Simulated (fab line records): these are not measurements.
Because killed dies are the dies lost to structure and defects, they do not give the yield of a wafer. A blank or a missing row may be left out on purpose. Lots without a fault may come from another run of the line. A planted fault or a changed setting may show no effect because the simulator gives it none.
Chamber matching    flow nand_harc    NHARC_A_CONTACT_ETCH_76 on rie_diel-12: 4 sister chambers
The step etches the open film in N2/H2, target depth 260 nm, time 475.3 s. 8 wafers are shown with their chamber, then 7 later ones without.

== WAFERS WITH THEIR CHAMBER ==
wafer   chamber  showerhead_plenum_p_Torr (Torr)  drypump_motor_current_A (A)
L758.5  2        2.12                             5.89
L761.4  3        1.97                             5.81
L761.6  0        1.89                             5.36
L762.3  0        1.89                             5.39
L766.2  2        2.11                             5.90
L766.3  1        2.13                             5.37
L772.4  3        1.97                             5.82
L772.5  1        2.12                             5.34

== WAFERS WITH NO CHAMBER GIVEN ==
wafer   showerhead_plenum_p_Torr (Torr)  drypump_motor_current_A (A)
L772.6  2.11                             5.88
L775.2  2.12                             5.36
L775.3  1.97                             5.84
L775.6  2.11                             5.88
L777.2  1.97                             5.84
L777.4  1.88                             5.38
L777.5  2.12                             5.35

== EACH ONE'S CHAMBER ==
wafer   from the rows above  in truth
L772.6  2                    2
L775.2  1                    1
L775.3  3                    3
L775.6  2                    2
L777.2  3                    3
L777.4  0                    0
L777.5  1                    1
Correct placement for 7 of the 7. Left unplaced by these rows: 0. Wrongly placed: 0.
How it was worked out, from the rows above alone: a wafer's distance from a chamber is the root of the sum, over the readings, of the square of ((its reading less the chamber's mean) divided by the reading's scatter). The wafer belongs to the nearest chamber; if the next one is less than 2 further off, it can't be placed. A chamber's mean is the mean of its shown wafers. The scatter: take each reading less its chamber's mean, square it, sum over the shown wafers, divide by the number of wafers less the number of chambers, and take the root.
